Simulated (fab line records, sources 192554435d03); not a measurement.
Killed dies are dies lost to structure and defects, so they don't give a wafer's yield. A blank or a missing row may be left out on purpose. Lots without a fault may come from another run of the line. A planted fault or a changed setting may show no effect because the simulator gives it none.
Which tool did it? | flow n5_finfet | 10 lots, 28 wafers sampled, at 5 steps of a route of 1938

WHAT THE GAUGES READ, wafer by wafer
N5_SDB_OVL_MEAS_12. Usual: SDB_OVL 0.3 nm, standard deviation 0.8.
lot  | measured    | on         | SDB_OVL (nm)  | flag
L265 | day 3 18:27 | overlay-01 | 0.8 1.0 -0.1  |
L267 | day 4 04:20 | overlay-02 | 1.3 2.3 1.1   |
L271 | day 5 08:11 | overlay-01 | -0.1 0.1 -1.2 |
L275 | day 6 05:18 | overlay-02 | 1.1 1.1 0.6   |
L276 | day 6 13:13 | overlay-02 | 2.5 1.1 1.2   |
L277 | day 7 00:27 | overlay-01 | 0.3 0.4 0.6   |
L278 | day 7 03:58 | overlay-02 | -0.4 0.3      |
L279 | day 7 05:23 | overlay-01 | 0.2 0.3       |
L287 | day 9 07:09 | overlay-02 | 0.8 -0.2 0.5  |
L288 | day 9 11:19 | overlay-01 | -0.7 0.4 0.4  |

N5_SDB_INSPECT_13: inspects for defects (brightfield). Usual: raw_defect_count 83, standard deviation 35.
lot  | measured    | on                | raw_defect_count | flag
L265 | day 3 18:28 | defect_inspect-02 | 39 33 41         |
L267 | day 4 04:41 | defect_inspect-02 | 87 35 71         |
L271 | day 5 08:13 | defect_inspect-01 | 104 78 52        |
L275 | day 6 05:20 | defect_inspect-01 | 88 104 114       |
L276 | day 6 13:14 | defect_inspect-01 | 133 85 66        |
L277 | day 7 00:28 | defect_inspect-02 | 104 116 139      |
L278 | day 7 03:59 | defect_inspect-02 | 51 90            |
L279 | day 7 05:25 | defect_inspect-02 | 93 48            |
L287 | day 9 07:10 | defect_inspect-02 | 88 62 146        |
L288 | day 9 11:20 | defect_inspect-02 | 33 35 30         |

N5_BEOL_M4_RC_MEAS_101. Usual: DIBL_N 36.5 mV/V, standard deviation 1.4; DIBL_P 36.5 mV/V, standard deviation 1.6; IOFF_N 0.163 nA/um, standard deviation 0.022; IOFF_P 0.219 nA/um, standard deviation 0.029; ION_N 675 uA/um, standard deviation 8.3; ION_P 464 uA/um, standard deviation 6.2; SS_N 71.5 mV/dec, standard deviation 0.52; SS_P 73.4 mV/dec, standard deviation 0.57; VT_N 249.7 mV, standard deviation 2.6; VT_P -250 mV, standard deviation 3.
lot  | measured     | on        | DIBL_N (mV/V)  | DIBL_P (mV/V)  | IOFF_N (nA/um)    | IOFF_P (nA/um)    | ION_N (uA/um) | ION_P (uA/um) | SS_N (mV/dec)  | SS_P (mV/dec)  | VT_N (mV)         | VT_P (mV)      | flag
L265 | day 7 20:59  | prober-02 | 35.8 38.3 36.7 | 35.3 37.5 37.0 | 0.140 0.177 0.152 | 0.185 0.224 0.201 | 661 671 670   | 459 462 465   | 71.2 72.1 71.2 | 72.5 73.1 72.9 | 250.8 248.6 249.0 | -250 -247 -249 |
L267 | day 8 15:29  | prober-01 | 37.4 34.2 36.5 | 38.1 34.8 38.0 | 0.189 0.134 0.174 | 0.216 0.174 0.213 | 673 666 676   | 455 453 461   | 72.7 71.4 72.3 | 73.7 73.3 73.4 | 247.7 251.4 250.6 | -251 -255 -251 |
L271 | day 9 16:14  | prober-02 | 33.4 35.9 33.5 | 33.0 36.4 33.4 | 0.120 0.169 0.123 | 0.162 0.212 0.164 | 675 688 666   | 459 473 457   | 71.2 72.3 71.3 | 72.3 73.6 72.5 | 252.0 247.8 251.7 | -251 -249 -254 |
L275 | day 10 21:46 | prober-02 | 37.1 37.1 36.8 | 37.8 37.8 37.4 | 0.162 0.166 0.162 | 0.220 0.226 0.211 | 679 674 685   | 462 471 466   | 72.3 71.2 71.0 | 73.8 73.8 73.7 | 251.9 248.4 249.9 | -250 -250 -251 |
L276 | day 10 15:59 | prober-02 | 35.2 36.1 38.4 | 36.0 36.6 39.9 | 0.148 0.172 0.212 | 0.232 0.246 0.302 | 675 668 682   | 468 468 472   | 70.5 71.4 71.5 | 72.0 72.3 73.9 | 250.1 247.9 244.5 | -248 -247 -244 |
L277 | day 11 08:19 | prober-02 | 35.3 36.1 35.1 | 34.8 35.7 34.3 | 0.152 0.169 0.143 | 0.225 0.241 0.211 | 682 677 679   | 475 469 467   | 71.4 71.4 71.5 | 72.7 73.3 72.6 | 248.2 247.0 249.3 | -247 -247 -250 |
L278 | day 11 06:36 | prober-01 | 34.8 36.8      | 35.5 38.5      | 0.147 0.186       | 0.234 0.295       | 664 668       | 466 473       | 71.8 73.2      | 73.1 73.8      | 249.3 245.2       | -247 -242      |
L279 | day 11 18:43 | prober-02 | 34.4 35.8      | 35.2 36.9      | 0.136 0.158       | 0.204 0.223       | 666 670       | 464 466       | 71.6 71.7      | 73.7 73.5      | 253.6 249.6       | -250 -249      |
L287 | day 13 22:22 | prober-02 | 35.7 33.3 35.0 | 37.9 34.6 36.6 | 0.170 0.127 0.151 | 0.230 0.184 0.217 | 681 675 675   | 472 467 465   | 72.5 71.0 71.1 | 73.4 72.6 73.3 | 250.1 252.1 250.0 | -248 -251 -249 |
L288 | day 14 04:43 | prober-02 | 36.6 37.2 34.9 | 35.7 36.7 33.8 | 0.149 0.164 0.132 | 0.218 0.243 0.196 | 661 665 667   | 460 458 467   | 71.8 72.8 71.7 | 73.4 73.9 72.7 | 251.6 250.0 254.0 | -250 -248 -251 |

WHICH TOOL RAN EACH LOT (tool, then ch and the chambers of the sampled wafers, then the start)
lot  | N5_SD_EPI_P_ETCH_36               | N5_ILD0_CMP_12
L265 | rie_diel-04 ch 1,3, day 3 05:21   | cmp-03 ch 0,2,3, day 3 17:41
L267 | rie_diel-04 ch 1,2, day 3 16:47   | cmp-02 ch 1,2,3, day 4 03:28
L271 | rie_diel-06 ch 1,2,3, day 4 20:55 | cmp-02 ch 2,3, day 5 07:22
L275 | rie_diel-03 ch 0,1,3, day 5 17:34 | cmp-01 ch 0,1,3, day 6 04:30
L276 | rie_diel-03 ch 0,1,3, day 6 01:54 | cmp-01 ch 0,1,2, day 6 12:30
L277 | rie_diel-03 ch 0,1,2, day 6 11:55 | cmp-01 ch 0,1,2, day 6 23:41
L278 | rie_diel-03 ch 1,3, day 6 16:43   | cmp-01 ch 3, day 7 03:08
L279 | rie_diel-04 ch 3, day 6 16:53     | cmp-01 ch 2,3, day 7 04:45
L287 | rie_diel-03 ch 0,2,3, day 8 18:40 | cmp-02 ch 0,2,3, day 9 06:19
L288 | rie_diel-03 ch 0,1,3, day 8 23:43 | cmp-03 ch 1,2,3, day 9 10:29
- N5_SD_EPI_P_ETCH_36: etches SiARC in CF4, target depth 45.5 nm, time 75.8 s.
- N5_ILD0_CMP_12: polishes SiNx, stops on poly-Si, t overpolish 6 s, target thk 17.67 nm.

WHAT THE TOOLS THEMSELVES READ (means of the sampled wafers that have a number; where no wafer has one, the mark that the record gives instead)
N5_SD_EPI_P_ETCH_36. Usual: cf4_flow_sccm 99.98 sccm, standard deviation 0.28; chamber_pressure_mTorr 40.00 mTorr, standard deviation 0.037; drypump_motor_current_A 5.8 A, standard deviation 0.34; etch_rf_on_time_s 75.7 s, standard deviation 1; oes_product_au 0.67 a.u., standard deviation 0.077; rf_vpp_V 184.3 V, standard deviation 1; showerhead_plenum_p_Torr 2.16 Torr, standard deviation 0.056; throttle_valve_pct 15.6 %, standard deviation 0.32.
lot  | tool        | cf4_flow_sccm (sccm) | chamber_pressure_mTorr (mTorr) | drypump_motor_current_A (A) | etch_rf_on_time_s (s) | oes_product_au (a.u.) | rf_vpp_V (V) | showerhead_plenum_p_Torr (Torr) | throttle_valve_pct (%) | flag
L265 | rie_diel-04 | 100.06               | 39.97                          | 5.4                         | 75.1                  | 0.68                  | 184.6        | 2.19                            | 15.6                   |
L267 | rie_diel-04 | 100.18               | 39.99                          | 5.6                         | 75.8                  | 0.69                  | 184.2        | 2.13                            | 15.6                   |
L271 | rie_diel-06 | 99.72                | 39.99                          | 5.6                         | 76.3                  | 0.64                  | 184.4        | 2.16                            | 15.8                   |
L275 | rie_diel-03 | 100.13               | 40.01                          | 6.0                         | 75.7                  | 0.71                  | 183.6        | 2.19                            | 15.5                   |
L276 | rie_diel-03 | 100.00               | 40.01                          | 6.0                         | 75.1                  | 0.70                  | 185.2        | 2.19                            | 15.5                   |
L277 | rie_diel-03 | 99.99                | 40.02                          | 6.0                         | 74.5                  | 0.76                  | 184.8        | 2.14                            | 15.4                   |
L278 | rie_diel-03 | 99.66                | 40.01                          | 6.2                         | 76.7                  | 0.65                  | 185.2        | 2.24                            | 15.8                   |
L279 | rie_diel-04 | 100.02               | 40.02                          | 5.5                         | 75.8                  | 0.69                  | 184.2        | 2.16                            | 15.5                   |
L287 | rie_diel-03 | 99.82                | 39.96                          | 6.1                         | 75.0                  | 0.73                  | 184.2        | 2.14                            | 15.3                   |
L288 | rie_diel-03 | 100.05               | 39.99                          | 6.0                         | 76.0                  | 0.68                  | 184.5        | 2.18                            | 15.5                   |

N5_ILD0_CMP_12. Usual: motor_current_A 9.0 A, standard deviation 1.2; overpolish_run_s 6.000 s, standard deviation 0.0087; platen_rpm 51.80 rpm, standard deviation 0.034; slurry_flow_ml_min 149.9, standard deviation 0.47; time_to_endpoint_s 28.2 s, standard deviation 2.2.
lot  | tool   | motor_current_A (A) | overpolish_run_s (s) | platen_rpm (rpm) | slurry_flow_ml_min | time_to_endpoint_s (s) | flag
L265 | cmp-03 | 10.3                | 6.001                | 51.79            | 149.7              | 30.4                   |
L267 | cmp-02 | 8.4                 | 6.004                | 51.79            | 150.4              | 29.8                   |
L271 | cmp-02 | 8.6                 | 5.990                | 51.80            | 149.9              | 25.0                   |
L275 | cmp-01 | 8.2                 | 6.007                | 51.80            | 149.7              | 26.9                   |
L276 | cmp-01 | 8.7                 | 5.994                | 51.79            | 149.6              | 30.2                   |
L277 | cmp-01 | 8.6                 | 6.005                | 51.79            | 150.0              | 36.0                   | OFF
L278 | cmp-01 | 8.1                 | 6.000                | 51.81            | 150.2              | 45.9                   | OFF
L279 | cmp-01 | 8.1                 | 6.016                | 51.78            | 150.4              | 41.0                   | OFF
L287 | cmp-02 | 8.2                 | 6.000                | 51.78            | 150.1              | 24.9                   |
L288 | cmp-03 | 9.9                 | 5.996                | 51.79            | 149.3              | 28.9                   |

THE ANSWER, worked out from the rows above alone
Rule: a lot is off if the mean of its wafers that have a number lies more than 3 standard deviations from the usual mean. A lot without any number at a reading at which 4 lots or more have one is off too. The other lots that the step has rows for count as sound. The gauges are gone through in route order, then the tools' own readings, and for those a lot's mean is taken as printed above. The first step at which some lot is off is used, and at that step the reading that is off furthest; a lot without a number counts as furthest.
Off: L277, L278, L279, at N5_ILD0_CMP_12 (time_to_endpoint_s).
A tool fits if, at that step or a process step before it, it ran every lot that is off, and no sound lot after the first of them. One fits: cmp-01 at N5_ILD0_CMP_12. Its last sound lot is L276 (day 6 12:30), its first lot that is off L277 (day 6 23:41): a fault that began between those two fits.
The tool's own readings at N5_ILD0_CMP_12 bear it out: on the lots that are off they differ by more than 5 times the standard deviation of the sound lots' means. time_to_endpoint_s reads 41.0 s there against 28.0 s on the sound lots.

WHAT THE SIMULATOR HAD PUT IN
Process parameter drift: cmp-01, from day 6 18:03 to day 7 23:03, at N5_ILD0_CMP_12. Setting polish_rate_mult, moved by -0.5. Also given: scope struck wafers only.
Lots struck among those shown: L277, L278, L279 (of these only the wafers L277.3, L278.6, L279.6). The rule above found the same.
